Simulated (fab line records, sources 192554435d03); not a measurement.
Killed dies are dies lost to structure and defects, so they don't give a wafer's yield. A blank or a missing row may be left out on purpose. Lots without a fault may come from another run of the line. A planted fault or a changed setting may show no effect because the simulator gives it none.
fab line records | flow n5_finfet
record lots=24 wafers=72 last_day=17
route steps=1938 shown SD_EPI_N@279 SDB@357 HKMG_FIN@386
lots that met no fault: from a run of the same line without faults
start_h: hours from the record's first day to the start of the lot's first wafer shown | wait_h: hours since the lot's step before | " the same as in the row above | L1.1+2: a row that stands for several wafers | - no value, or no start given | * or withheld: withheld | < > ~ a bound
route shown NAME@n: a module of which the file shows steps, and the number in the route of the first | usual: mean/standard deviation of fault-free wafers | same: alike in all rows | chamber/n: place in a boat | sites: the reading at each site | _std_site: their standard deviation | _edge_site: outer sites' mean less inner sites' | radius_mm: how far each site lies from the wafer's centre | mask NAME#n: copy n | behind: the tool/chamber that last shaped the wafer | hold: why the lot was held/for how many hours/how that ended | device: the transistor (n, p or np) that didn't switch | end of line: the same wafers' tests at the end of the route | a step without rows: its recipe alone | killed: dies lost to structure and defects at the first sort, not the wafer's yield | map: a wafer's dies, x killed, . not, _ none there
set.NAME: the setting as run; set.NAME@STEP: as run at that earlier step | model.NAME: the simulator's own value behind a step, which no gauge read
steps of the route over a sample of lots; a table a step, a row a wafer
services: from which hour (start_h, from the record's first day; less than 0 if before it) a tool's chamber was out of use, for how many hours, and why
## steps
# step N5_SD_EPI_N_ETCH_16
# recipe chemistry=CHF3/O2 target=SiO2 target_depth_a=50 mask_material=SOC pressure_mtorr=30 source_w=650 bias_w=170 Ar_flow_sccm=200 CHF3_flow_sccm=50 O2_flow_sccm=5 ion_energy_ev=200
# usual drypump_motor_current_A=5.6/0.41 mfc_ar_sccm=200.1/0.66 oes_product_au=0.78/0.1 rf_vpp_V=523/13 showerhead_plenum_p_Torr=2.41/0.055 throttle_valve_pct=18.98/0.18
# columns lot.wafer tool chamber start_h wait_h drypump_motor_current_A mfc_ar_sccm oes_product_au rf_hours_counter_h rf_vpp_V showerhead_plenum_p_Torr throttle_valve_pct
L074.1 rie_diel-05 3 54.77 0.1 5.8 200.4 0.73 136 518 2.42 19.18
L074.2 " 1 " " 5.3 199.4 0.68 230 502 2.49 19.30
L074.4 " 0 " " 6.0 198.9 0.74 143 509 2.30 18.86
L075.3 rie_diel-03 2 57.26 0.1 5.4 199.6 0.74 187 532 2.46 18.97
L075.4 " 3 " " 5.5 199.7 0.67 235 531 2.48 19.25
L075.6 " 2 " " 5.3 199.9 0.74 - 533 2.46 18.97
L076.2 rie_diel-04 2 62.68 0.1 5.5 200.5 0.68 246 518 2.35 19.23
L076.3 " 3 " " 6.3 200.0 0.74 194 537 2.48 18.88
L076.5 " 0 " " 4.8 199.4 0.92 - 533 2.45 18.67
L077.4 rie_diel-04 1 67.99 0.1 5.3 201.0 0.97 2 531 2.38 19.02
L077.5 " 1 " " 5.3 200.0 0.97 - 533 2.38 19.02
L077.6 " 2 " " 5.5 199.9 0.69 - 520 2.35 19.25
L078.1 rie_diel-04 1 74.49 0.1 5.3 199.8 0.96 4 533 2.38 19.02
L078.2 " 2 " " 5.5 201.8 0.68 249 518 2.35 19.25
L078.6 " 1 " " 5.3 199.9 0.96 - 531 2.38 19.03
L079.2 rie_diel-03 0 80.37 0.1 5.8 199.7 0.68 213 505 2.39 19.06
L079.3 " 3 " " 5.4 199.7 0.67 242 531 2.48 19.28
L079.6 " 0 " " 5.8 200.2 0.68 - 505 2.39 19.03
L080.2 rie_diel-05 1 84.67 0.1 5.3 200.2 0.68 241 501 2.48 19.33
L080.3 " 3 " " 5.8 199.2 0.73 148 516 2.41 19.21
L080.6 " 2 " " 5.3 199.9 0.78 - 516 2.42 18.75
L081.2 rie_diel-05 0 94.47 0.1 6.0 200.5 0.72 154 511 2.30 18.87
L081.5 " 0 " " 6.0 200.3 0.73 - 510 2.30 18.88
L081.6 " 1 " " 5.3 200.0 0.68 - 502 2.48 19.32
L082.1 rie_diel-05 1 102.42 0.1 5.3 199.6 0.68 246 502 2.48 19.32
L082.3 " 2 " " 5.3 201.8 0.76 89 518 2.42 18.75
L082.4 " 0 " " 5.9 200.7 0.72 156 510 2.30 18.87
L083.1 rie_diel-05 3 111.95 0.1 5.8 200.0 0.73 156 517 2.41 19.20
L083.2 " 2 " " 5.3 198.6 0.77 92 517 2.42 18.78
L083.4 " 1 " " 5.3 199.9 0.67 249 503 2.48 19.33
L084.2 rie_diel-04 1 115.76 0.1 5.3 200.5 0.90 20 532 2.37 19.06
L084.3 " 2 " " 5.5 199.4 0.96 7 520 2.35 18.86
L084.6 " 2 " " 5.5 198.6 0.96 - 518 2.35 18.86
L087.3 rie_diel-03 1 133.84 0.1 6.4 200.2 0.84 61 548 2.44 18.85
L087.5 " 1 " " 6.3 201.7 0.84 - 548 2.44 18.84
L087.6 " 0 " " 5.8 199.9 0.66 - 506 2.39 19.07
L085.1 rie_diel-04 3 135.04 0.1 6.3 199.8 0.71 221 536 2.47 18.91
L085.3 " 0 " " 4.8 200.4 0.87 57 531 2.44 18.71
L085.4 " 2 " " 5.5 200.4 0.94 14 517 2.34 18.86
L086.2 rie_diel-05 2 139.65 0.1 5.3 199.5 0.77 105 517 2.41 18.80
L086.4 " 0 " " 6.0 199.8 0.72 170 508 2.29 18.91
L086.6 " 2 " " 5.3 199.4 0.76 - 518 2.41 18.79
L088.1 rie_diel-04 2 146.01 0.1 5.5 200.1 0.91 18 517 2.34 18.86
L088.5 " 0 " " 4.8 199.5 0.86 - 533 2.44 18.73
L088.6 " 3 " " 6.2 199.8 0.71 - 538 2.47 18.92
L089.3 rie_diel-03 0 150.04 0.1 5.8 200.2 0.66 239 507 2.38 19.06
L089.4 " 2 " " 5.3 199.3 0.70 222 532 2.45 19.02
L089.6 " 3 " " 5.5 200.5 0.96 - 531 2.47 18.89
L091.1 rie_diel-05 3 154.55 0.1 5.8 200.6 0.72 173 518 2.40 19.24
L091.2 " 2 " " 5.3 200.0 0.76 109 516 2.41 18.79
L091.6 " 3 " " 5.8 199.7 0.71 - 517 2.40 19.25
L090.2 rie_diel-03 3 154.75 0.1 5.4 200.4 0.95 13 531 2.47 18.89
L090.4 " 2 " " 5.3 199.3 0.69 224 530 2.45 19.02
L090.5 " 0 " " 5.8 200.8 0.65 - 505 2.38 19.07
L092.1 rie_diel-03 2 162.07 0.1 5.3 199.9 0.70 226 531 2.45 19.05
L092.4 " 0 " " 5.8 200.2 0.65 243 504 2.38 19.08
L092.6 " 3 " " 5.4 199.7 0.95 - 530 2.47 18.89
L093.1 rie_diel-04 0 163.45 0.1 4.8 200.1 0.85 67 533 2.44 18.74
L093.3 " 1 " " 5.3 199.8 0.88 37 532 2.37 19.10
L093.4 " 2 " " 5.5 201.4 0.91 24 518 2.34 18.88
L094.2 rie_diel-03 1 169.82 0.1 6.3 199.5 0.83 74 548 2.43 18.87
L094.3 " 3 " " 5.4 200.2 0.94 19 531 2.47 18.90
L094.5 " 3 " " 5.5 200.4 0.93 - 530 2.47 18.90
L095.4 rie_diel-03 2 174.59 0.1 5.3 200.2 0.69 231 532 2.44 19.03
L095.5 " 2 " " 5.3 199.9 0.69 - 530 2.44 19.04
L095.6 " 3 " " 5.5 200.6 0.94 - 531 2.47 18.91
L096.4 rie_diel-05 3 180.37 0.1 5.8 200.8 0.70 181 516 2.40 19.25
L096.5 " 1 " " 5.3 200.3 0.92 - 504 2.47 19.06
L096.6 " 0 " " 6.0 200.2 0.70 - 509 2.29 18.93
L097.1 rie_diel-04 1 190.46 0.1 5.3 198.6 0.86 50 533 2.36 19.10
L097.4 " 0 " " 4.8 200.2 0.84 79 532 2.43 18.76
L097.5 " 1 " " 5.3 198.7 0.85 - 533 2.36 19.11
# step N5_SDB_OVL_MEAS_12
# recipe points_per_wafer=44
# usual SDB_OVL=0.1/0.85
# same points_per_wafer=44
# columns lot.wafer tool chamber start_h wait_h SDB_OVL[nm]
L075.3 overlay-01 0 73.37 0.0 -1.0
L075.4 " 0 " " -0.9
L075.6 " 0 " " -1.2
L074.1 overlay-02 0 74.78 0.0 0.6
L074.2 " 0 " " -0.1
L074.4 " 0 " " 0.5
L076.2 overlay-02 0 79.65 0.0 0.5
L076.3 " 0 " " 0.5
L076.5 " 0 " " -0.6
L077.4 overlay-01 0 89.86 0.0 -0.5
L077.5 " 0 " " 1.0
L077.6 " 0 " " 0.0
L078.1 overlay-02 0 92.12 0.0 -0.4
L078.2 " 0 " " -0.9
L078.6 " 0 " " 1.2
L079.2 overlay-02 0 98.34 0.0 -2.2
L079.3 " 0 " " -0.4
L079.6 " 0 " " -0.8
L080.2 overlay-01 0 102.98 0.0 0.9
L080.3 " 0 " " -0.7
L080.6 " 0 " " -0.5
L081.2 overlay-02 0 115.54 0.0 0.2
L081.5 " 0 " " -1.2
L081.6 " 0 " " 0.4
L082.1 overlay-02 0 119.75 0.0 -1.3
L082.3 " 0 " " -1.1
L082.4 " 0 " " 0.9
L083.1 overlay-01 0 128.54 0.0 1.1
L083.2 " 0 " " 1.3
L083.4 " 0 " " 0.4
L084.2 overlay-01 0 132.47 0.0 0.1
L084.3 " 0 " " -0.5
L084.6 " 0 " " -0.3
L087.3 overlay-01 0 148.97 0.0 0.5
L087.5 " 0 " " 0.5
L087.6 " 0 " " 1.3
L085.1 overlay-01 0 151.58 0.0 1.3
L085.3 " 0 " " 1.4
L085.4 " 0 " " 0.8
L086.2 overlay-01 0 154.97 0.0 -1.4
L086.4 " 0 " " -0.5
L086.6 " 0 " " 1.1
L088.1 overlay-01 0 162.97 0.0 -1.1
L088.5 " 0 " " -1.3
L088.6 " 0 " " -1.2
L089.3 overlay-01 0 166.54 0.0 -0.5
L089.4 " 0 " " 0.5
L089.6 " 0 " " 0.3
L091.1 overlay-01 0 172.58 0.0 -0.7
L091.2 " 0 " " -0.5
L091.6 " 0 " " -0.6
L090.2 overlay-01 0 172.78 0.0 0.6
L090.4 " 0 " " -0.4
L090.5 " 0 " " 0.1
L092.1 overlay-01 0 178.40 0.0 -0.8
L092.4 " 0 " " 0.4
L092.6 " 0 " " 1.2
L093.1 overlay-02 0 180.13 0.0 -0.2
L093.3 " 0 " " 0.2
L093.4 " 0 " " 0.6
L094.2 overlay-02 0 188.19 0.0 0.9
L094.3 " 0 " " 1.6
L094.5 " 0 " " 1.8
L095.4 overlay-02 0 191.14 0.0 -0.3
L095.5 " 0 " " 0.4
L095.6 " 0 " " 0.8
L096.4 overlay-02 0 197.85 0.0 0.7
L096.5 " 0 " " 0.9
L096.6 " 0 " " 0.4
L097.1 overlay-02 0 208.35 0.0 -0.6
L097.4 " 0 " " 0.6
L097.5 " 0 " " 0.8
# step N5_SDB_INSPECT_13
# recipe mode=adi inspect_instrument=brightfield
# usual raw_defect_count=80/31
# columns lot.wafer tool chamber start_h wait_h raw_defect_count
L075.3 defect_inspect-02 - 73.39 0.0 86
L075.4 " - " " 38
L075.6 " - " " 61
L074.1 defect_inspect-02 - 74.81 0.0 45
L074.2 " - " " 95
L074.4 " - " " 46
L076.2 defect_inspect-01 - 79.68 0.0 102
L076.3 " - " " 88
L076.5 " - " " 90
L077.4 defect_inspect-02 - 89.88 0.0 53
L077.5 " - " " 73
L077.6 " - " " 108
L078.1 defect_inspect-02 - 92.15 0.0 74
L078.2 " - " " 160
L078.6 " - " " 84
L079.2 defect_inspect-01 - 98.36 0.0 164
L079.3 " - " " 133
L079.6 " - " " 105
L080.2 defect_inspect-02 - 103.01 0.0 90
L080.3 " - " " 83
L080.6 " - " " 61
L081.2 defect_inspect-02 - 115.56 0.0 83
L081.5 " - " " 80
L081.6 " - " " 66
L082.1 defect_inspect-02 - 119.78 0.0 90
L082.3 " - " " 77
L082.4 " - " " 85
L083.1 defect_inspect-01 - 128.56 0.0 50
L083.2 " - " " 60
L083.4 " - " " 61
L084.2 defect_inspect-02 - 132.49 0.0 50
L084.3 " - " " 105
L084.6 " - " " 48
L087.3 defect_inspect-01 - 148.99 0.0 62
L087.5 " - " " 110
L087.6 " - " " 61
L085.1 defect_inspect-02 - 151.61 0.0 73
L085.3 " - " " 55
L085.4 " - " " 43
L086.2 defect_inspect-02 - 155.00 0.0 88
L086.4 " - " " 132
L086.6 " - " " 85
L088.1 defect_inspect-02 - 163.00 0.0 148
L088.5 " - " " 104
L088.6 " - " " 101
L089.3 defect_inspect-02 - 166.56 0.0 61
L089.4 " - " " 130
L089.6 " - " " 46
L091.1 defect_inspect-01 - 172.61 0.0 92
L091.2 " - " " 119
L091.6 " - " " 71
L090.2 defect_inspect-01 - 172.81 0.0 72
L090.4 " - " " 88
L090.5 " - " " 57
L092.1 defect_inspect-01 - 178.42 0.0 100
L092.4 " - " " 69
L092.6 " - " " 111
L093.1 defect_inspect-01 - 180.16 0.0 51
L093.3 " - " " 74
L093.4 " - " " 34
L094.2 defect_inspect-01 - 188.22 0.0 81
L094.3 " - " " 64
L094.5 " - " " 115
L095.4 defect_inspect-01 - 191.18 0.0 37
L095.5 " - " " 94
L095.6 " - " " 42
L096.4 defect_inspect-01 - 197.87 0.0 62
L096.5 " - " " 116
L096.6 " - " " 56
L097.1 defect_inspect-01 - 208.37 0.0 92
L097.4 " - " " 140
L097.5 " - " " 158
# step N5_SDB_STRIP_21
# recipe chemistry=CF4 resist=SiARC power_w=300 bias_power_w=75 pressure_mtorr=50 cf4_flow_sccm=150 rf_frequency_hz=6e+07
# usual drypump_motor_current_A=5.6/0.43 oes_product_au=0.78/0.085 power_w=300.0/0.83 rf_vpp_V=271.2/1.3 showerhead_plenum_p_Torr=1.80/0.04 throttle_valve_pct=13.65/0.23
# columns lot.wafer tool chamber start_h wait_h drypump_motor_current_A oes_product_au power_w rf_hours_counter_h rf_vpp_V showerhead_plenum_p_Torr throttle_valve_pct
L075.3 rie_diel-04 0 73.64 0.0 4.8 0.88 299.2 34 271.5 1.82 13.29
L075.4 " 2 " " 5.5 0.68 298.6 249 270.4 1.75 13.95
L075.6 " 3 " " 6.3 0.72 299.5 - 272.4 1.84 13.59
L074.1 rie_diel-05 3 75.05 0.0 5.8 0.73 300.6 145 272.1 1.81 13.90
L074.2 " 1 " " 5.3 0.68 300.1 238 272.6 1.83 13.94
L074.4 " 0 " " 6.0 0.74 300.6 147 268.6 1.73 13.67
L076.2 rie_diel-05 2 80.43 0.0 5.3 0.79 300.1 83 273.0 1.80 13.36
L076.3 " 1 " " 5.3 0.68 299.8 239 272.5 1.83 13.97
L076.5 " 3 " " 5.8 0.74 298.8 - 270.4 1.81 13.92
L077.4 rie_diel-03 2 90.48 0.0 5.3 0.71 299.7 197 272.2 1.86 13.92
L077.5 " 3 " " 5.4 0.67 300.2 - 272.7 1.83 13.90
L077.6 " 2 " " 5.3 0.72 299.9 - 272.9 1.86 13.91
L078.1 rie_diel-03 0 92.39 0.0 5.8 0.69 301.2 217 271.6 1.80 13.88
L078.2 " 1 " " 6.3 0.87 299.3 45 271.5 1.81 13.42
L078.6 " 2 " " 5.3 0.71 299.5 - 273.7 1.86 13.92
L079.2 rie_diel-04 0 98.60 0.0 4.8 0.86 299.8 44 272.1 1.82 13.33
L079.3 " 1 " " 5.3 0.90 301.5 14 269.6 1.76 13.57
L079.6 " 0 " " 4.8 0.86 300.2 - 271.4 1.82 13.33
L080.2 rie_diel-03 2 103.39 0.0 5.3 0.72 298.7 200 272.6 1.86 13.91
L080.3 " 1 " " 6.3 0.86 300.5 47 270.4 1.81 13.40
L080.6 " 1 " " 6.3 0.86 300.7 - 272.1 1.81 13.44
L081.2 rie_diel-03 2 115.80 0.0 5.3 0.71 302.4 208 271.0 1.86 13.94
L081.5 " 0 " " 5.8 0.68 300.3 - 271.4 1.80 13.91
L081.6 " 1 " " 6.3 0.85 300.6 - 271.0 1.81 13.44
L082.1 rie_diel-04 2 120.08 0.0 5.5 0.94 300.6 8 270.5 1.74 13.41
L082.3 " 3 " " 6.3 0.71 299.8 215 272.7 1.83 13.62
L082.4 " 1 " " 5.2 0.88 300.4 22 269.5 1.76 13.61
L083.1 rie_diel-05 3 128.80 0.0 5.8 0.73 300.1 163 270.8 1.80 13.96
L083.2 " 0 " " 6.0 0.71 300.9 166 268.8 1.72 13.68
L083.4 " 0 " " 6.0 0.72 300.3 - 268.8 1.72 13.71
L084.2 rie_diel-05 3 132.74 0.0 5.8 0.72 300.7 165 272.1 1.80 13.96
L084.3 " 2 " " 5.3 0.77 299.0 101 270.5 1.79 13.39
L084.6 " 0 " " 5.9 0.72 298.6 - 269.0 1.72 13.69
L087.3 rie_diel-04 3 149.24 0.0 6.3 0.71 299.8 225 271.9 1.83 13.65
L087.5 " 1 " " 5.3 0.87 301.8 - 270.2 1.76 13.61
L087.6 " 0 " " 4.8 0.85 300.2 - 270.9 1.82 13.36
L085.1 rie_diel-05 1 152.08 0.0 5.3 0.94 299.8 7 272.8 1.83 13.46
L085.3 " 3 " " 5.8 0.71 300.2 172 271.2 1.80 13.98
L085.4 " 0 " " 5.9 0.72 300.2 174 269.6 1.72 13.72
L086.2 rie_diel-05 3 155.26 0.0 5.8 0.71 299.6 173 272.1 1.80 13.97
L086.4 " 1 " " 5.3 0.93 300.4 8 273.0 1.83 13.46
L086.6 " 3 " " 5.8 0.71 299.8 - 271.4 1.80 13.97
L088.1 rie_diel-03 2 163.46 0.0 5.3 0.69 300.4 227 271.7 1.85 13.99
L088.5 " 2 " " 5.3 0.70 299.9 - 273.0 1.85 13.98
L088.6 " 1 " " 6.3 0.83 300.0 - 272.2 1.81 13.47
L089.3 rie_diel-04 3 166.91 0.0 6.2 0.70 300.0 229 271.6 1.83 13.67
L089.4 " 0 " " 4.8 0.84 300.7 68 270.4 1.81 13.38
L089.6 " 2 " " 5.5 0.89 298.7 - 270.0 1.74 13.46
L091.1 rie_diel-03 0 172.85 0.0 5.8 0.66 298.8 247 270.5 1.79 13.95
L091.2 " 2 " " 5.4 0.69 300.3 230 272.7 1.85 14.00
L091.6 " 3 " " 5.5 0.90 300.8 - 271.7 1.83 13.39
L090.2 rie_diel-05 1 173.05 0.0 5.3 0.91 300.3 13 270.7 1.83 13.46
L090.4 " 2 " " 5.3 0.76 298.9 115 270.4 1.79 13.44
L090.5 " 2 " " 5.3 0.76 300.1 - 271.4 1.79 13.45
L092.1 rie_diel-05 3 178.67 0.0 5.8 0.71 299.2 180 271.1 1.80 13.99
L092.4 " 0 " " 6.0 0.71 298.7 183 269.6 1.72 13.72
L092.6 " 0 " " 6.0 0.70 299.5 - 269.2 1.72 13.74
L093.1 rie_diel-04 3 180.40 0.0 6.2 0.70 300.2 232 272.8 1.83 13.67
L093.3 " 0 " " 4.8 0.83 300.9 75 271.8 1.81 13.41
L093.4 " 3 " " 6.2 0.69 300.1 - 271.0 1.83 13.68
L094.2 rie_diel-03 3 188.64 0.0 5.5 0.88 299.5 28 272.0 1.82 13.39
L094.3 " 1 " " 6.3 0.82 301.6 82 269.5 1.80 13.51
L094.5 " 3 " " 5.5 0.87 300.3 - 272.6 1.82 13.40
L095.4 rie_diel-05 3 191.42 0.0 5.8 0.71 301.4 185 271.5 1.80 14.01
L095.5 " 3 " " 5.8 0.71 300.9 - 270.4 1.80 14.00
L095.6 " 0 " " 6.0 0.71 299.9 - 269.8 1.72 13.74
L096.4 rie_diel-04 2 198.11 0.0 5.5 0.87 301.4 33 269.3 1.73 13.48
L096.5 " 1 " " 5.3 0.84 300.3 - 270.0 1.75 13.66
L096.6 " 0 " " 4.8 0.81 299.4 - 272.0 1.81 13.42
L097.1 rie_diel-03 0 208.73 0.0 5.8 0.98 300.4 1 268.6 1.79 13.39
L097.4 " 1 " " 6.3 0.80 302.1 91 270.7 1.80 13.52
L097.5 " 3 " " 5.5 0.87 299.4 - 272.3 1.82 13.42
# step N5_SDB_STRIP_22
# recipe chemistry=N2/H2 power_w=1000 temp_c=250 h2_frac=0.65 overash_fraction=0.3 pressure_mtorr=withheld n2_flow_sccm=1750 h2_flow_sccm=3250
# usual drypump_motor_current_A=5.9/0.42 h2_flow_sccm=3250/9.6 heater_power_w=331/24 oes_product_au=0.714/0.0048 strip_time_to_endpoint_s=96.3/0.49
# columns lot.wafer tool chamber start_h wait_h drypump_motor_current_A h2_flow_sccm heater_power_w oes_product_au rf_hours_counter_h strip_time_to_endpoint_s
L075.3 plasma_asher-02 1 73.78 0.1 5.7 3232 361 0.715 - 95.6
L075.4 " 0 " " 6.4 3247 344 0.712 - 96.2
L075.6 " 0 " " 6.4 3237 345 0.717 - 96.4
L074.1 plasma_asher-02 1 75.15 0.1 5.8 3245 358 0.715 89 96.6
L074.2 " 0 " " 6.4 3255 357 0.711 89 96.1
L074.4 " 1 " " 5.7 3246 365 0.713 - 96.4
L076.2 plasma_asher-01 1 80.53 0.1 5.3 3229 300 0.721 33 97.0
L076.3 " 0 " " 6.3 3247 320 0.713 - 96.5
L076.5 " 0 " " 6.3 3254 323 0.706 - 97.1
L077.4 plasma_asher-01 1 90.62 0.1 5.4 3251 303 0.718 - 95.7
L077.5 " 0 " " 6.3 3245 313 0.708 - 96.0
L077.6 " 1 " " 5.3 3234 304 0.714 - 95.8
L078.1 plasma_asher-02 0 92.49 0.1 6.4 3251 345 0.712 93 96.8
L078.2 " 1 " " 5.7 3259 358 0.714 93 96.4
L078.6 " 1 " " 5.7 3245 361 0.718 - 96.8
L079.2 plasma_asher-02 0 98.70 0.1 6.4 3265 341 0.718 93 95.7
L079.3 " 1 " " 5.7 3239 362 0.707 - 96.3
L079.6 " 1 " " 5.8 3254 362 0.708 - 95.8
L080.2 plasma_asher-02 0 103.74 0.3 6.4 3233 338 0.712 95 96.0
L080.3 " 1 " " 5.8 3245 375 0.710 - 96.3
L080.6 " 1 " " 5.7 3236 364 0.721 - 96.2
L081.2 plasma_asher-01 1 115.90 0.1 5.3 3240 315 0.708 40 95.8
L081.5 " 1 " " 5.3 3261 306 0.712 - 96.6
L081.6 " 0 " " 6.3 3262 325 0.716 - 96.1
L082.1 plasma_asher-02 1 120.18 0.1 5.8 3249 366 0.708 98 95.2
L082.3 " 0 " " 6.5 3250 345 0.716 - 95.8
L082.4 " 1 " " 5.8 3246 360 0.708 - 95.5
L083.1 plasma_asher-01 1 128.91 0.1 5.3 3224 301 0.722 42 96.7
L083.2 " 0 " " 6.3 3258 313 0.716 42 96.3
L083.4 " 0 " " 6.2 3256 308 0.716 - 96.9
L084.2 plasma_asher-01 0 132.84 0.1 6.3 3268 321 0.712 43 97.1
L084.3 " 0 " " 6.3 3240 318 0.709 - 96.9
L084.6 " 0 " " 6.3 3286 321 0.719 - 96.9
L087.3 plasma_asher-01 1 149.38 0.1 5.3 3241 298 0.710 - 96.6
L087.5 " 1 " " 5.4 3249 309 0.708 - 96.0
L087.6 " 0 " " 6.3 3251 315 0.711 - 96.4
L085.1 plasma_asher-01 0 152.18 0.1 6.3 3249 316 0.716 47 96.0
L085.3 " 1 " " 5.4 3247 298 0.714 - 96.9
L085.4 " 0 " " 6.2 3252 317 0.724 - 96.7
L086.2 plasma_asher-01 0 155.41 0.1 6.3 3242 314 0.710 47 96.1
L086.4 " 1 " " 5.4 3246 312 0.713 - 95.6
L086.6 " 1 " " 5.4 3253 306 0.712 - 96.3
L088.1 plasma_asher-02 1 163.56 0.1 5.8 3263 370 0.718 104 96.0
L088.5 " 0 " " 6.4 3246 343 0.714 - 96.3
L088.6 " 1 " " 5.8 3251 366 0.712 - 95.9
L089.3 plasma_asher-02 0 167.06 0.1 6.4 3252 357 0.707 - 96.5
L089.4 " 1 " " 5.8 3259 356 0.714 - 96.4
L089.6 " 0 " " 6.4 3248 356 0.714 - 96.4
L091.1 plasma_asher-01 0 172.95 0.1 6.2 3259 312 0.714 52 97.5
L091.2 " 1 " " 5.4 3228 309 0.712 52 97.2
L091.6 " 1 " " 5.4 3243 307 0.723 - 95.9
L090.2 plasma_asher-02 1 173.15 0.1 5.7 3243 377 0.709 106 95.6
L090.4 " 1 " " 5.8 3231 368 0.724 - 96.6
L090.5 " 0 " " 6.4 3248 344 0.714 - 97.0
L092.1 plasma_asher-01 0 178.77 0.1 6.2 3248 311 0.707 53 96.6
L092.4 " 1 " " 5.4 3252 296 0.713 - 96.6
L092.6 " 1 " " 5.4 3257 313 0.709 - 97.0
L093.1 plasma_asher-01 0 180.50 0.1 6.2 3266 319 0.711 54 96.4
L093.3 " 1 " " 5.4 3253 308 0.717 - 96.5
L093.4 " 0 " " 6.3 3262 311 0.715 - 96.4
L094.2 plasma_asher-02 1 188.74 0.1 5.7 3257 355 0.710 111 95.5
L094.3 " 1 " " 5.8 3257 362 0.719 - 96.6
L094.5 " 1 " " 5.8 3246 360 0.721 - 95.5
L095.4 plasma_asher-01 1 191.56 0.1 5.4 3243 303 0.720 - 96.8
L095.5 " 0 " " 6.3 3259 316 0.729 - 96.7
L095.6 " 1 " " 5.4 3238 310 0.715 - 96.7
L096.4 plasma_asher-02 0 198.25 0.1 6.5 3249 349 0.714 - 95.8
L096.5 " 1 " " 5.7 3241 372 0.711 - 95.7
L096.6 " 0 " " 6.4 3254 345 0.712 - 96.2
L097.1 plasma_asher-01 0 208.83 0.1 6.3 3272 318 0.713 60 97.2
L097.4 " 1 " " 5.4 3250 298 0.722 - 96.7
L097.5 " 0 " " 6.3 3260 306 0.709 - 95.6
# step N5_HKMG_FIN_HK_ALD_01
# recipe material=HfO2 target_thk_a=16 temp_c=withheld ald_precursor_family=HfCl4 ald_co_reactant=H2O pulse_time_s=3 purge_time_s=3 co_reactant_purge_time_s=2.5 co_reactant_pulse_time_s=0.3 ald_cycles=30
# usual precursor_pulse_height_rel=0.997/0.021
# columns lot.wafer tool chamber start_h wait_h precursor_pulse_height_rel
L075.3 ald_hk-02 0 77.87 0.0 1.003
L075.4 " 3 " " 1.020
L075.6 " 2 " " 1.020
L074.1 ald_hk-03 1 79.34 0.0 1.005
L074.2 " 0 " " 0.972
L074.4 " 3 " " 0.988
L076.2 ald_hk-02 2 84.65 0.0 0.965
L076.3 " 3 " " 0.993
L076.5 " 0 " " 1.013
L077.4 ald_hk-03 3 97.61 0.0 1.006
L077.5 " 1 " " 1.016
L077.6 " 2 " " 0.995
L078.1 ald_hk-01 3 101.53 0.0 0.982
L078.2 " 0 " " 0.988
L078.6 " 1 " " 1.011
L079.2 ald_hk-02 2 105.33 0.0 0.994
L079.3 " 3 " " 1.019
L079.6 " 2 " " 0.997
L080.2 ald_hk-03 1 108.34 0.0 0.970
L080.3 " 3 " " 1.005
L080.6 " 3 " " 1.026
L081.2 ald_hk-01 3 120.31 0.0 0.991
L081.5 " 3 " " 1.004
L081.6 " 2 " " 1.021
L082.1 ald_hk-01 3 124.31 0.0 0.985
L082.3 " 2 " " 1.044
L082.4 " 1 " " 0.982
L083.1 ald_hk-02 1 133.08 0.0 0.990
L083.2 " 2 " " 0.982
L083.4 " 3 " " 0.999
L084.2 ald_hk-02 1 137.11 0.0 0.993
L084.3 " 0 " " 0.995
L084.6 " 2 " " 0.988
L087.3 ald_hk-02 3 153.46 0.0 0.960
L087.5 " 1 " " 0.995
L087.6 " 2 " " 0.986
L085.1 ald_hk-03 3 156.52 0.0 1.022
L085.3 " 1 " " 1.010
L085.4 " 0 " " 1.016
L086.2 ald_hk-02 1 159.64 0.1 0.973
L086.4 " 0 " " 0.980
L086.6 " 0 " " 0.963
L088.1 ald_hk-02 0 168.75 0.0 1.008
L088.5 " 2 " " 1.056
L088.6 " 3 " " 1.012
L089.3 ald_hk-03 3 171.15 0.0 0.978
L089.4 " 0 " " 0.981
L089.6 " 0 " " 0.968
L091.1 ald_hk-01 0 177.44 0.0 1.014
L091.2 " 1 " " 0.969
L091.6 " 0 " " 0.997
L090.2 ald_hk-03 2 177.54 0.0 0.995
L090.4 " 0 " " 1.005
L090.5 " 1 " " 1.011
L092.1 ald_hk-02 2 183.16 0.0 1.010
L092.4 " 3 " " 0.992
L092.6 " 2 " " 1.015
L093.1 ald_hk-02 3 184.66 0.0 1.017
L093.3 " 1 " " 0.966
L093.4 " 2 " " 1.029
L094.2 ald_hk-03 1 194.19 0.0 0.990
L094.3 " 3 " " 0.986
L094.5 " 2 " " 1.005
L095.4 ald_hk-02 1 195.65 0.0 0.982
L095.5 " 3 " " 0.991
L095.6 " 2 " " 1.010
L096.4 ald_hk-02 3 203.14 0.1 0.958
L096.5 " 0 " " 1.032
L096.6 " 3 " " 1.018
L097.1 ald_hk-02 3 213.29 0.0 0.983
L097.4 " 1 " " 0.999
L097.5 " 1 " " 1.022
## services
# columns tool chamber start_h hours kind
rie_diel-04 1 46.17 - clean
rie_diel-04 1 46.17 - consumable_replace:focus_ring
ald_hk-03 - 50.91 14.6 pm
ald_hk-02 - 55.29 2.8 pm
rie_diel-05 0 63.64 5.0 repair
plasma_asher-01 - 67.06 1.7 repair
rie_diel-03 3 104.51 - clean
rie_diel-03 3 104.51 - consumable_replace:focus_ring
rie_diel-03 3 104.51 17.2 scheduled_down
rie_diel-03 3 104.51 17.2 vent_cycle
rie_diel-05 1 114.63 - clean
rie_diel-05 1 114.63 - consumable_replace:focus_ring
rie_diel-05 1 114.63 18.1 scheduled_down
rie_diel-05 1 114.63 18.1 vent_cycle
rie_diel-04 3 149.33 7.2 repair
ald_hk-03 - 153.33 0.4 repair
plasma_asher-02 - 154.70 6.9 repair
rie_diel-04 2 169.75 12.7 repair
ald_hk-01 - 179.04 6.0 pm
rie_diel-03 0 180.04 - clean
rie_diel-03 0 180.04 - consumable_replace:focus_ring
rie_diel-03 0 180.04 25.4 scheduled_down
rie_diel-03 0 180.04 25.4 vent_cycle
rie_diel-04 2 205.62 6.8 repair
## key
fault none
